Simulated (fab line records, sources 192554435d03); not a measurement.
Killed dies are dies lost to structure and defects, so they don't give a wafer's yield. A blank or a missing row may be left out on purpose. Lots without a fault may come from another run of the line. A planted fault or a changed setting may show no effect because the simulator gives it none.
Chamber matching | flow n5_finfet | N5_BEOL_M3_ETCH_63 on rie_diel-03: 4 sister chambers
The step etches SiARC in CF4, target depth 15.6 nm, time 26 s. 14 wafers are shown with their chamber, then 6 later ones without.

WAFERS WITH THEIR CHAMBER
wafer  | chamber | etch_rf_on_time_s (s) | throttle_valve_pct (%) | oes_product_au (a.u.)
L166.5 | 1       | 25.1                  | 15.88                  | 0.64
L166.6 | 0       | 24.4                  | 15.70                  | 0.78
L165.3 | 0       | 24.2                  | 15.68                  | 0.78
L165.4 | 3       | 26.0                  | 15.54                  | 0.60
L165.5 | 0       | 24.2                  | 15.70                  | 0.79
L172.3 | 0       | 24.6                  | 15.74                  | 0.76
L172.4 | 1       | 24.8                  | 15.91                  | 0.64
L171.1 | 3       | 26.3                  | 15.55                  | 0.59
L171.6 | 3       | 26.2                  | 15.54                  | 0.59
L177.3 | 1       | 25.0                  | 15.96                  | 0.63
L177.4 | 2       | 25.2                  | 15.16                  | 0.82
L177.5 | 1       | 24.9                  | 15.92                  | 0.63
L181.3 | 2       | 25.3                  | 15.17                  | 0.80
L181.4 | 3       | 25.9                  | 15.08                  | 0.81

SIGNATURES (means of the wafers above)
reading            | chamber 0 | chamber 1 | chamber 2 | chamber 3 | scatter within a chamber
etch_rf_on_time_s  | 24.350    | 24.950    | 25.250    | 26.100    | 0.163
throttle_valve_pct | 15.7050   | 15.9175   | 15.1650   | 15.4275   | 0.129
oes_product_au     | 0.7775    | 0.6350    | 0.8100    | 0.6475    | 0.06
Rule: a wafer's distance from a chamber is the root of the sum, over the readings, of the square of ((its reading less the chamber's mean) divided by the reading's scatter). The wafer belongs to the nearest chamber; if the next one is less than 2 further off, it can't be placed. The scatter: the root of (the sum of the squares of (reading less its chamber's mean) over the shown wafers, divided by (wafers less chambers)).

WAFERS WITHOUT THEIR CHAMBER
wafer  | etch_rf_on_time_s (s) | throttle_valve_pct (%) | oes_product_au (a.u.)
L184.1 | 25.4                  | 15.17                  | 0.79
L184.4 | 25.2                  | 15.98                  | 0.62
L184.6 | 26.1                  | 15.10                  | 0.79
L185.1 | 24.9                  | 15.96                  | 0.62
L185.4 | 25.2                  | 15.19                  | 0.79
L185.6 | 25.2                  | 15.20                  | 0.79

WHICH CHAMBER EACH WENT THROUGH
wafer  | from the rows above     | in truth
L184.1 | 2                       | 2
L184.4 | 1                       | 1
L184.6 | can't be placed: 3 or 2 | 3
L185.1 | 1                       | 1
L185.4 | 2                       | 2
L185.6 | 2                       | 2
Placed correctly: 5 of 6. Can't be placed from these rows: 1 (the true chamber is among the candidates in 1). Placed wrongly: 0.
